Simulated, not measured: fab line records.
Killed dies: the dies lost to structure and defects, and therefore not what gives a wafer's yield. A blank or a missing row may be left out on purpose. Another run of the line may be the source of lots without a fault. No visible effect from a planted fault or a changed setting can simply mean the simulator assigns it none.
fab line records | flow n5_finfet
record lots=10 | wafers=29 | last_day=19
route steps=1938 shown BEOL_M13@1709 BEOL_M14@1726 PASSIVATION@1936
lots that met no fault: taken from a fault-free run of the same line
start_h: hours from the record's opening day to when the first of the lot's shown wafers began | wait_h: hours elapsed since this lot's preceding step | " as in the row above | L1.1+2: several wafers, shown together as one row | - either no value or no given start | * or withheld: withheld | < > ~ a bound
route shown NAME@n: names a module that has steps shown in the file, with the first one's number in the route | usual: average and standard deviation across the fault-free wafers | same: alike in all rows | chamber/n: place in a boat | sites: each site's reading | _std_site: the values' standard deviation | _edge_site: outer sites' mean less inner sites' | radius_mm: how far each site lies from the wafer's centre | mask NAME#n: copy n | behind: the tool/chamber that last shaped the wafer | hold: why the lot was held/for how many hours/how that ended | device: whichever transistor did not switch (one of n, p or np) | end of line: the tests these same wafers got at the end of their route | where a step has no rows: the recipe by itself | killed: dies that structure and defects cost at the first sort, which is not the same as the wafer's yield | map: a wafer's dies, marking killed ones x, the rest . and places with no die _
set.NAME: setting as actually run; set.NAME@STEP: the setting as run at that earlier step | model.NAME: the simulator's own value behind a step, which no gauge read
a sample of lots followed through the steps of the route, with each step as a table and each wafer as a row
services: the hour from which a tool's chamber was out of use, counted from the record's first day as start_h (under 0 if before that day), plus the number of hours and why
## steps
# step N5_BEOL_M13_ANNEAL_48
# recipe temp_c=225 | time_s=90 | ambient=N2
# usual wafer_temp_C_max=226.1/0.4
lot.wafer | tool          | chamber | start_h | wait_h | wafer_temp_C_max
L381.2    | rtp_anneal-02 | 0       | 273.92  | 0.5    | 226.6
L381.3    | "             | 0       | "       | "      | 226.5
L381.4    | "             | 0       | "       | "      | 226.4
L385.2    | rtp_anneal-02 | 0       | 283.87  | 0.7    | 226.9
L385.3    | "             | 0       | "       | "      | 226.3
L385.5    | "             | 0       | "       | "      | 226.3
L387.1    | rtp_anneal-02 | 0       | 290.73  | 0.4    | 226.5
L387.2    | "             | 0       | "       | "      | 226.0
L384.1    | rtp_anneal-02 | 0       | 292.84  | 1.6    | 226.2
L384.2    | "             | 0       | "       | "      | 226.4
L384.6    | "             | 0       | "       | "      | 226.0
L386.2    | rtp_anneal-02 | 0       | 297.21  | 0.6    | 226.5
L386.5    | "             | 0       | "       | "      | 226.7
L386.6    | "             | 0       | "       | "      | 226.6
L388.1    | rtp_anneal-01 | 0       | 311.52  | 0.3    | 225.3
L388.3    | "             | 0       | "       | "      | 225.6
L388.6    | "             | 0       | "       | "      | 225.8
L390.4    | rtp_anneal-02 | 0       | 334.33  | 0.5    | 226.5
L390.5    | "             | 0       | "       | "      | 226.8
L390.6    | "             | 0       | "       | "      | 226.4
L393.3    | rtp_anneal-02 | 0       | 344.15  | 0.2    | 226.7
L393.4    | "             | 0       | "       | "      | 226.5
L393.6    | "             | 0       | "       | "      | 226.3
L401.1    | rtp_anneal-01 | 0       | 395.21  | 0.1    | 225.8
L401.2    | "             | 0       | "       | "      | 226.1
L401.5    | "             | 0       | "       | "      | 225.8
L400.4    | rtp_anneal-01 | 0       | 419.67  | 0.2    | 225.9
L400.5    | "             | 0       | "       | "      | 225.3
L400.6    | "             | 0       | "       | "      | 225.6
# step N5_BEOL_M14_CD_MEAS_10
# recipe target_cd_nm=250 | landing_energy_ev=500 | detector=se_inlens | polarity=opening
# usual cd_nm=248.8/2.7
lot.wafer | tool      | chamber | start_h | wait_h | cd_nm
L381.2    | cd_sem-01 | 0       | 275.28  | -      | 247.7
L381.3    | "         | 0       | "       | "      | 248.2
L381.4    | "         | 0       | "       | "      | 250.1
L385.2    | cd_sem-01 | 0       | 285.23  | -      | 249.5
L385.3    | "         | 0       | "       | "      | 251.7
L385.5    | "         | 0       | "       | "      | 246.7
L387.1    | cd_sem-03 | 0       | 292.14  | -      | 249.2
L387.2    | "         | 0       | "       | "      | 251.1
L384.1    | cd_sem-03 | 0       | 294.12  | -      | 245.0
L384.2    | "         | 0       | "       | "      | 245.1
L384.6    | "         | 0       | "       | "      | 246.8
L386.2    | cd_sem-01 | 0       | 298.80  | -      | 243.2
L386.5    | "         | 0       | "       | "      | 246.3
L386.6    | "         | 0       | "       | "      | 249.2
L388.1    | cd_sem-03 | 0       | 312.80  | -      | 246.6
L388.3    | "         | 0       | "       | "      | 251.9
L388.6    | "         | 0       | "       | "      | 249.2
L390.4    | cd_sem-02 | 0       | 335.56  | -      | 247.4
L390.5    | "         | 0       | "       | "      | 248.2
L390.6    | "         | 0       | "       | "      | 251.5
L393.3    | cd_sem-03 | 0       | 345.35  | -      | 248.4
L393.4    | "         | 0       | "       | "      | 243.2
L393.6    | "         | 0       | "       | "      | 248.1
L401.1    | cd_sem-01 | 0       | 396.52  | -      | 252.1
L401.2    | "         | 0       | "       | "      | 249.4
L401.5    | "         | 0       | "       | "      | 248.3
L400.4    | cd_sem-02 | 0       | 420.82  | -      | 249.8
L400.5    | "         | 0       | "       | "      | 250.3
L400.6    | "         | 0       | "       | "      | 250.2
# step N5_BEOL_M14_ETCH_59
# recipe chemistry=N2/H2 | target=BARC | target_depth_a=890 | overetch_a=267 | time_s=67.9 | ion_energy_ev=200 | pressure_mtorr=30 | source_w=840 | bias_w=150 | n2_flow_sccm=200 | h2_flow_sccm=200
# usual bias_w=149.9/0.43 | chamber_pressure_mTorr=29.999/0.028 | drypump_motor_current_A=5.9/0.43 | n2_flow_sccm=199.9/0.61 | oes_product_au=0.66/0.067 | rf_vpp_V=523.9/2.1 | showerhead_plenum_p_Torr=2.54/0.074 | throttle_valve_pct=17.87/0.15
lot.wafer | tool        | chamber | start_h | wait_h | bias_w | chamber_pressure_mTorr | drypump_motor_current_A | n2_flow_sccm | oes_product_au | rf_hours_counter_h | rf_vpp_V | showerhead_plenum_p_Torr | throttle_valve_pct
L381.2    | rie_diel-06 | 0       | 275.44  | 0.0    | 150.0  | 30.035                 | 5.7                     | 201.0        | 0.65           | 155                | 526.1    | 2.63                     | 17.77
L381.3    | "           | 2       | "       | "      | 149.6  | 29.978                 | 5.4                     | 199.9        | 0.62           | 227                | 523.5    | 2.52                     | 17.90
L381.4    | "           | 3       | "       | "      | 150.9  | 30.002                 | 5.3                     | 199.7        | 0.69           | 72                 | 525.1    | 2.57                     | 17.80
L385.2    | rie_diel-06 | 1       | 285.90  | 0.0    | 150.1  | 29.975                 | 6.5                     | 199.8        | 0.78           | 15                 | 526.2    | 2.60                     | 17.86
L385.3    | "           | 2       | "       | "      | 150.2  | 30.041                 | 5.4                     | 199.9        | 0.61           | 232                | 523.1    | 2.52                     | 17.90
L385.5    | "           | 1       | "       | "      | 149.9  | 30.004                 | 6.5                     | 200.0        | 0.78           | -                  | 524.5    | 2.60                     | 17.88
L387.1    | rie_diel-01 | 1       | 292.27  | 0.0    | 149.5  | 29.967                 | 5.9                     | 200.3        | 0.59           | 213                | 519.0    | 2.39                     | 17.74
L387.2    | "           | 0       | "       | "      | 149.9  | 30.001                 | 6.5                     | 199.4        | 0.65           | 183                | 527.0    | 2.63                     | 18.06
L384.1    | rie_diel-06 | 1       | 294.24  | 0.0    | 149.6  | 29.970                 | 6.5                     | 200.4        | 0.78           | 18                 | 525.9    | 2.60                     | 17.90
L384.2    | "           | 2       | "       | "      | 149.7  | 30.009                 | 5.4                     | 198.9        | 0.61           | 234                | 522.8    | 2.52                     | 17.91
L384.6    | "           | 2       | "       | "      | 150.3  | 29.986                 | 5.4                     | 199.6        | 0.61           | -                  | 522.3    | 2.52                     | 17.91
L386.2    | rie_diel-01 | 1       | 299.02  | 0.0    | 150.7  | 29.944                 | 5.9                     | 199.4        | 0.59           | 215                | 521.2    | 2.39                     | 17.75
L386.5    | "           | 3       | "       | "      | 149.3  | 29.970                 | 6.1                     | 200.0        | 0.80           | -                  | 523.5    | 2.50                     | 17.83
L386.6    | "           | 0       | "       | "      | 149.9  | 30.018                 | 6.5                     | 199.8        | 0.64           | -                  | 525.5    | 2.63                     | 18.06
L388.1    | rie_diel-01 | 0       | 312.92  | 0.0    | 149.3  | 30.009                 | 6.5                     | 200.0        | 0.63           | 190                | 526.4    | 2.62                     | 18.08
L388.3    | "           | 2       | "       | "      | 150.7  | 30.025                 | 6.2                     | 200.6        | 0.71           | 79                 | 527.5    | 2.57                     | 17.96
L388.6    | "           | 0       | "       | "      | 150.1  | 29.967                 | 6.4                     | 199.6        | 0.64           | -                  | 525.0    | 2.62                     | 18.07
L390.4    | rie_diel-03 | 2       | 335.68  | 0.0    | 150.3  | 30.032                 | 5.4                     | 200.1        | 0.59           | 232                | 522.6    | 2.53                     | 17.93
L390.5    | "           | 2       | "       | "      | 150.5  | 29.996                 | 5.4                     | 200.4        | 0.59           | -                  | 523.0    | 2.53                     | 17.91
L390.6    | "           | 1       | "       | "      | 149.6  | 30.002                 | 5.5                     | 200.3        | 0.66           | -                  | 525.2    | 2.56                     | 18.10
L393.3    | rie_diel-01 | 1       | 345.51  | 0.0    | 149.9  | 29.995                 | 5.9                     | 199.9        | 0.58           | -                  | 520.4    | 2.38                     | 17.76
L393.4    | "           | 2       | "       | "      | 150.5  | 30.022                 | 6.3                     | 199.0        | 0.70           | -                  | 525.7    | 2.57                     | 17.99
L393.6    | "           | 1       | "       | "      | 150.4  | 29.999                 | 6.0                     | 200.1        | 0.58           | -                  | 519.9    | 2.38                     | 17.77
L401.1    | rie_diel-06 | 1       | 396.73  | 0.0    | 149.9  | 29.994                 | 6.5                     | 199.9        | 0.71           | 60                 | 524.6    | 2.58                     | 17.95
L401.2    | "           | 2       | "       | "      | 149.7  | 29.996                 | 5.4                     | 200.0        | 0.83           | 3                  | 522.3    | 2.51                     | 17.59
L401.5    | "           | 0       | "       | "      | 149.6  | 29.985                 | 5.7                     | 200.2        | 0.61           | -                  | 524.6    | 2.61                     | 17.85
L400.4    | rie_diel-06 | 3       | 420.97  | 0.0    | 149.9  | 30.040                 | 5.3                     | 200.9        | 0.64           | -                  | 523.4    | 2.55                     | 17.90
L400.5    | "           | 0       | "       | "      | 149.5  | 30.019                 | 5.7                     | 198.8        | 0.61           | -                  | 527.2    | 2.60                     | 17.85
L400.6    | "           | 1       | "       | "      | 149.9  | 30.024                 | 6.5                     | 199.6        | 0.70           | -                  | 524.9    | 2.58                     | 17.97
# step N5_BEOL_M14_INSPECT_30
# recipe mode=adi | inspect_instrument=macro
# usual raw_defect_count=2.1/1.4
lot.wafer | tool              | chamber | start_h | wait_h | raw_defect_count
L381.2    | defect_inspect-02 | -       | 276.34  | 0.0    | 3
L381.3    | "                 | -       | "       | "      | 4
L381.4    | "                 | -       | "       | "      | 1
L385.2    | defect_inspect-02 | -       | 286.81  | 0.0    | 2
L385.3    | "                 | -       | "       | "      | 1
L385.5    | "                 | -       | "       | "      | 3
L387.1    | defect_inspect-01 | -       | 293.05  | 0.0    | 4
L387.2    | "                 | -       | "       | "      | 2
L384.1    | defect_inspect-01 | -       | 295.15  | 0.0    | 1
L384.2    | "                 | -       | "       | "      | 0
L384.6    | "                 | -       | "       | "      | 1
L386.2    | defect_inspect-02 | -       | 299.80  | 0.0    | 0
L386.5    | "                 | -       | "       | "      | 5
L386.6    | "                 | -       | "       | "      | 3
L388.1    | defect_inspect-01 | -       | 313.70  | 0.0    | 1
L388.3    | "                 | -       | "       | "      | 3
L388.6    | "                 | -       | "       | "      | 6
L390.4    | defect_inspect-02 | -       | 336.47  | 0.0    | 2
L390.5    | "                 | -       | "       | "      | 1
L390.6    | "                 | -       | "       | "      | 0
L393.3    | defect_inspect-01 | -       | 346.42  | 0.0    | 4
L393.4    | "                 | -       | "       | "      | 2
L393.6    | "                 | -       | "       | "      | 0
L401.1    | defect_inspect-01 | -       | 397.63  | 0.0    | >300
L401.2    | "                 | -       | "       | "      | >300
L401.5    | "                 | -       | "       | "      | >300
L400.4    | defect_inspect-02 | -       | 421.73  | 0.0    | >300
L400.5    | "                 | -       | "       | "      | >300
L400.6    | "                 | -       | "       | "      | >300
# step N5_BEOL_M14_SPUTTER_44
# recipe material=Ta | target_thk_a=150 | temp_c=50 | bias_v=80 | power_w=15000 | chamber_pressure_pa=0.07 | time_s=24.19
# usual throttle_valve_pct=30.2/0.95
lot.wafer | tool           | chamber | start_h | wait_h | throttle_valve_pct
L381.2    | pvd_sputter-03 | -       | 280.93  | 0.0    | 31.0
L381.3    | "              | -       | "       | "      | 31.2
L381.4    | "              | -       | "       | "      | 30.5
L385.2    | pvd_sputter-01 | -       | 290.62  | 0.0    | 30.3
L385.3    | "              | -       | "       | "      | 30.5
L385.5    | "              | -       | "       | "      | 30.2
L387.1    | pvd_sputter-02 | -       | 296.00  | 0.0    | 30.6
L387.2    | "              | -       | "       | "      | 29.6
L384.1    | pvd_sputter-01 | -       | 296.74  | 0.0    | 30.5
L384.2    | "              | -       | "       | "      | 28.3
L384.6    | "              | -       | "       | "      | 29.3
L386.2    | pvd_sputter-01 | -       | 310.68  | 0.0    | 30.2
L386.5    | "              | -       | "       | "      | 28.4
L386.6    | "              | -       | "       | "      | 30.3
L388.1    | pvd_sputter-01 | -       | 315.21  | 0.0    | 29.5
L388.3    | "              | -       | "       | "      | 30.3
L388.6    | "              | -       | "       | "      | 30.1
L390.4    | pvd_sputter-03 | -       | 340.35  | 0.0    | 31.8
L390.5    | "              | -       | "       | "      | 31.5
L390.6    | "              | -       | "       | "      | 31.0
L393.3    | pvd_sputter-03 | -       | 348.74  | 0.0    | 32.2
L393.4    | "              | -       | "       | "      | 30.8
L393.6    | "              | -       | "       | "      | 31.5
L401.1    | pvd_sputter-03 | -       | 400.17  | 0.0    | 32.2
L401.2    | "              | -       | "       | "      | 30.8
L401.5    | "              | -       | "       | "      | 32.2
L400.4    | pvd_sputter-02 | -       | 423.76  | 0.0    | 30.8
L400.5    | "              | -       | "       | "      | 29.6
L400.6    | "              | -       | "       | "      | 29.6
# step N5_PASSIVATION_PROBE_49
# usual defect_limited_yield=91.5/1.7 | killed_at_M0_to_M3=33/11 | killed_at_M4_up=13/5.2 | killed_at_contacts=11/5.7 | killed_at_front_end=39/11 | killed_at_other=4/3 | killed_dies=101/20 | killed_on_rim=13/4.1 | killed_open=66/15 | killed_short=33/8.4 | sort_bin_4_leakage=0.01/0.073 | sort_bin_5_function=5.0/1.1 | sort_bin_6_memory=3.2/0.69 | sort_bin_8_speed=0.1/0.52 | sort_n_pass=1078/20 | sort_yield_pct=91.4/1.7
# same gross_dies=1180 | killed_at_back_side=0
lot.wafer | tool      | chamber | start_h | wait_h | defect_limited_yield[%] | killed_at_M0_to_M3 | killed_at_M4_up | killed_at_contacts | killed_at_front_end | killed_at_other | killed_dies | killed_on_rim | killed_open | killed_short | sort_bin_4_leakage[%] | sort_bin_5_function[%] | sort_bin_6_memory[%] | sort_bin_8_speed[%] | sort_n_pass | sort_yield_pct[%]
L384.1    | prober-02 | -       | 321.23  | 0.1    | 94.2                    | 25                 | 9               | 4                  | 23                  | 7               | 68          | 7             | 38          | 29           | 0                     | 3.6                    | 1.6                  | 0                   | 1112        | 94.2
L384.2    | prober-02 | -       | 321.28  | 0.2    | 91.8                    | 28                 | 9               | 19                 | 40                  | 1               | 97          | 14            | 55          | 40           | 0.17                  | 4.2                    | 3.6                  | 0                   | 1081        | 91.6
L384.6    | prober-02 | -       | 321.48  | 0.4    | 94.8                    | 10                 | 11              | 6                  | 31                  | 3               | 61          | 5             | 35          | 25           | 0                     | 2.9                    | 2.1                  | 0                   | 1119        | 94.8
L388.1    | prober-01 | -       | 337.32  | 0.0    | 93.8                    | 23                 | 11              | 5                  | 27                  | 7               | 73          | 8             | 48          | 23           | 0                     | 3.7                    | 2.3                  | 0                   | 1107        | 93.8
L388.3    | prober-01 | -       | 337.42  | 0.1    | 92.8                    | 43                 | 17              | 4                  | 18                  | 3               | 85          | 12            | 61          | 22           | 0                     | 4.2                    | 2.6                  | 0.1                 | 1095        | 92.8
L388.6    | prober-01 | -       | 337.57  | 0.3    | 91.8                    | 37                 | 11              | 7                  | 40                  | 2               | 97          | 13            | 68          | 27           | 0                     | 5.7                    | 2.4                  | 0                   | 1083        | 91.8
L393.3    | prober-01 | -       | 372.64  | 0.1    | 90.6                    | 40                 | 18              | 4                  | 43                  | 6               | 111         | 16            | 71          | 40           | 0                     | 4.7                    | 4.2                  | 0                   | 1069        | 90.6
L393.4    | prober-01 | -       | 372.69  | 0.2    | 91.9                    | 39                 | 15              | 5                  | 33                  | 4               | 96          | 10            | 65          | 30           | 0                     | 5.3                    | 2.7                  | 0                   | 1084        | 91.9
L393.6    | prober-01 | -       | 372.79  | 0.3    | 90.1                    | 34                 | 14              | 11                 | 46                  | 12              | 117         | 11            | 65          | 52           | 0                     | 5.8                    | 3.4                  | 0.3                 | 1060        | 89.8
L401.1    | prober-02 | -       | 419.39  | 0.0    | 87.2                    | 21                 | 86              | 9                  | 31                  | 4               | 151         | 31            | 59          | 19           | 0                     | 8.6                    | 3.1                  | 0                   | 1029        | 87.2
L401.2    | prober-02 | -       | 419.44  | 0.1    | 90.1                    | 25                 | 57              | 6                  | 26                  | 3               | 117         | 28            | 53          | 16           | 0                     | 6.0                    | 3.2                  | 0                   | 1063        | 90.1
L401.5    | prober-02 | -       | 419.59  | 0.2    | 84.3                    | 25                 | 88              | 24                 | 48                  | 0               | 185         | 40            | 83          | 37           | 0                     | 9.2                    | 5.0                  | 0                   | 995         | 84.3
L400.4    | prober-02 | -       | 447.96  | 0.2    | 80.6                    | 26                 | 131             | 16                 | 53                  | 3               | 229         | 13            | 70          | 40           | 0                     | 13.2                   | 3.9                  | 0                   | 951         | 80.6
L400.5    | prober-02 | -       | 448.01  | 0.2    | 88.6                    | 22                 | 71              | 19                 | 21                  | 2               | 135         | 18            | 46          | 30           | 0                     | 6.9                    | 3.5                  | 0.1                 | 1044        | 88.5
L400.6    | prober-02 | -       | 448.06  | 0.3    | 86.6                    | 21                 | 80              | 3                  | 39                  | 15              | 158         | 28            | 61          | 31           | 0                     | 8.1                    | 4.2                  | 0                   | 1022        | 86.6
# killed by level:class
L384.1 BEOL_M0_SAQP:geometric_particle:open=11 GATE_CUT:geometric_particle:short=8 BEOL_M0_SAQP:geometric_particle:short=8 FIN_SAQP:geometric_particle:open=3 FIN_SAQP:geometric_particle:short=3 BEOL_M8:geometric_particle:open=3 MOL_CONTACT_COAG:geometric_particle:open=3 PASS1_DEP:geometric_particle:open=3
L384.2 MOL_CONTACT_COAG:geometric_particle:open=15 FIN_SAQP:geometric_particle:short=10 BEOL_M0_SAQP:geometric_particle:open=8 BEOL_M0_SAQP:geometric_particle:short=7 DUMMY_GATE:geometric_particle:open=6 FIN_SAQP:geometric_particle:open=5 BEOL_M3:geometric_particle:short=5 MOL_CONTACT_COAG:geometric_particle:short=4
L384.6 FIN_SAQP:geometric_particle:open=11 GATE_CUT:geometric_particle:short=8 MOL_CONTACT_COAG:geometric_particle:open=4 BEOL_M4:geometric_particle:open=3 STARTING-WAFER:geometric_particle:short=3 FIN_SAQP:geometric_particle:short=2 STI_FIN_REVEAL:geometric_particle:open=2 MOL_CONTACT_COAG:geometric_particle:short=2
L388.1 BEOL_M0_SAQP:geometric_particle:short=7 FIN_SAQP:geometric_particle:open=5 STI_FIN_REVEAL:geometric_particle:open=5 BEOL_M1:geometric_particle:open=5 DUMMY_GATE:geometric_particle:open=4 MOL_CONTACT_COAG:geometric_particle:open=4 BEOL_M2:geometric_particle:open=4 PAD_METAL:geometric_particle:short=4
L388.3 BEOL_M0_SAQP:geometric_particle:open=10 BEOL_M2:geometric_particle:open=9 BEOL_M0_SAQP:geometric_particle:short=8 BEOL_M4:geometric_particle:open=7 DUMMY_GATE:geometric_particle:open=5 BEOL_M3:geometric_particle:open=5 STI_FIN_REVEAL:geometric_particle:open=4 GATE_CUT:geometric_particle:short=3
L388.6 FIN_SAQP:geometric_particle:open=16 BEOL_M0_SAQP:geometric_particle:open=10 BEOL_M0_SAQP:geometric_particle:short=9 FIN_SAQP:geometric_particle:short=7 BEOL_M2:geometric_particle:open=7 MOL_CONTACT_COAG:geometric_particle:open=5 BEOL_M1:geometric_particle:open=4 BEOL_M3:geometric_particle:open=4
L393.3 BEOL_M0_SAQP:geometric_particle:short=15 STI_FIN_REVEAL:geometric_particle:open=11 FIN_SAQP:geometric_particle:open=9 BEOL_M0_SAQP:geometric_particle:open=9 BEOL_M5:geometric_particle:open=8 FIN_SAQP:geometric_particle:short=6 BEOL_M2:geometric_particle:open=6 BEOL_M1:geometric_particle:open=5
L393.4 BEOL_M0_SAQP:geometric_particle:short=12 STI_FIN_REVEAL:geometric_particle:open=11 BEOL_M0_SAQP:geometric_particle:open=11 BEOL_M4:geometric_particle:open=7 BEOL_M2:geometric_particle:open=7 GATE_CUT:geometric_particle:open=5 MOL_CONTACT_COAG:geometric_particle:open=4 FIN_SAQP:geometric_particle:short=3
L393.6 BEOL_M0_SAQP:geometric_particle:short=14 BEOL_M0_SAQP:geometric_particle:open=10 DUMMY_GATE:geometric_particle:open=8 MOL_CONTACT_COAG:geometric_particle:open=8 BEOL_M4:geometric_particle:open=6 FIN_SAQP:geometric_particle:short=5 DUMMY_GATE:geometric_particle:short=5 ILD0:geometric_particle:short=5
L401.1 BEOL_M14:unspecified=68 FIN_SAQP:geometric_particle:open=13 STI_FIN_REVEAL:geometric_particle:open=6 MOL_CONTACT_COAG:geometric_particle:open=6 BEOL_M4:geometric_particle:open=6 BEOL_M8:geometric_particle:open=5 BEOL_M0_SAQP:geometric_particle:open=4 BEOL_M0_SAQP:geometric_particle:short=4
L401.2 BEOL_M14:unspecified=47 BEOL_M4:geometric_particle:open=8 FIN_SAQP:geometric_particle:open=7 MOL_CONTACT_COAG:geometric_particle:open=5 BEOL_M0_SAQP:geometric_particle:open=5 BEOL_M1:geometric_particle:open=5 BEOL_M3:geometric_particle:open=5 STI_FIN_REVEAL:geometric_particle:open=4
L401.5 BEOL_M14:unspecified=65 MOL_CONTACT_COAG:geometric_particle:open=19 FIN_SAQP:geometric_particle:open=14 FIN_SAQP:geometric_particle:short=12 BEOL_M5:geometric_particle:open=8 STI_FIN_REVEAL:geometric_particle:open=7 BEOL_M1:geometric_particle:open=7 MOL_CONTACT_COAG:geometric_particle:short=5
L400.4 BEOL_M14:unspecified=114 FIN_SAQP:geometric_particle:open=17 FIN_SAQP:geometric_particle:short=14 MOL_CONTACT_COAG:geometric_particle:open=14 BEOL_M3:geometric_particle:open=7 BEOL_M0_SAQP:geometric_particle:short=6 STI_FIN_REVEAL:geometric_particle:open=5 DUMMY_GATE:geometric_particle:open=5
L400.5 BEOL_M14:unspecified=56 MOL_CONTACT_COAG:geometric_particle:open=17 BEOL_M0:geometric_particle:short=7 FIN_SAQP:geometric_particle:short=5 FIN_SAQP:geometric_particle:open=4 BEOL_M0_SAQP:geometric_particle:short=3 BEOL_M3:geometric_particle:open=3 BEOL_M4:geometric_particle:open=3
L400.6 BEOL_M14:unspecified=65 FIN_SAQP:geometric_particle:open=11 STI_FIN_REVEAL:geometric_particle:open=8 GATE_CUT:geometric_particle:short=6 BEOL_M3:geometric_particle:open=6 BEOL_M4:geometric_particle:open=5 FIN_SAQP:geometric_particle:short=4 BEOL_M2:geometric_particle:open=4
## services
tool           | chamber | start_h | hours | kind
rie_diel-01    | 3       | 255.63  | -     | clean
rie_diel-01    | 3       | 255.63  | -     | consumable_replace:focus_ring
rie_diel-01    | 3       | 255.63  | 20.5  | scheduled_down
rie_diel-01    | 3       | 255.63  | 20.5  | vent_cycle
rtp_anneal-01  | -       | 290.55  | 5.1   | pm
rie_diel-06    | 3       | 307.81  | 6.7   | repair
rie_diel-01    | 3       | 330.01  | 15.9  | repair
rie_diel-06    | 2       | 338.04  | -     | clean
rie_diel-06    | 2       | 338.04  | -     | consumable_replace:focus_ring
rie_diel-06    | 2       | 338.04  | 18.1  | scheduled_down
rie_diel-06    | 2       | 338.04  | 18.1  | vent_cycle
rie_diel-01    | 0       | 343.02  | 22.2  | repair
pvd_sputter-01 | -       | 354.49  | 2.5   | repair
rie_diel-06    | 2       | 359.48  | 33.0  | repair
rie_diel-03    | 2       | 395.26  | -     | clean
rie_diel-03    | 2       | 395.26  | -     | consumable_replace:focus_ring
rie_diel-03    | 2       | 395.26  | 34.9  | scheduled_down
rie_diel-01    | 1       | 397.74  | -     | clean
rie_diel-01    | 1       | 397.74  | -     | consumable_replace:focus_ring
rie_diel-01    | 1       | 397.74  | 12.6  | scheduled_down
rie_diel-01    | 1       | 397.74  | 12.6  | vent_cycle
rie_diel-01    | 3       | 402.61  | 1.9   | repair
rie_diel-06    | 3       | 402.89  | 5.8   | repair
rie_diel-06    | 2       | 409.65  | 23.8  | repair
## key
first_sign step=N5_BEOL_M14_INSPECT_30 | reading=raw_defect_count | direction=up | sigmas=99+ | usual=2.1 | struck=>300
effect step=N5_PASSIVATION_PROBE_49 | reading=killed_at_M4_up | direction=up | sigmas=14 | usual=13 | struck=86
more_kills_born_at N5_BEOL_M14_ETCH_59@rie_diel-06=415
met_at N5_BEOL_M14_ETCH_59
struck_lots L400,L401
not_acting_at N5_BEOL_M13_ANNEAL_48,N5_BEOL_M14_CD_MEAS_10,N5_BEOL_M14_SPUTTER_44
onset_between 294.24 396.73
also_fits time
fault kind=chamber_particle_source | tool=rie_diel-06 | chamber=- | onset_h=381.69 | steps=N5_BEOL_M14_ETCH_59 | rate_per_visit_cm2=0.62031 | end_h=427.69
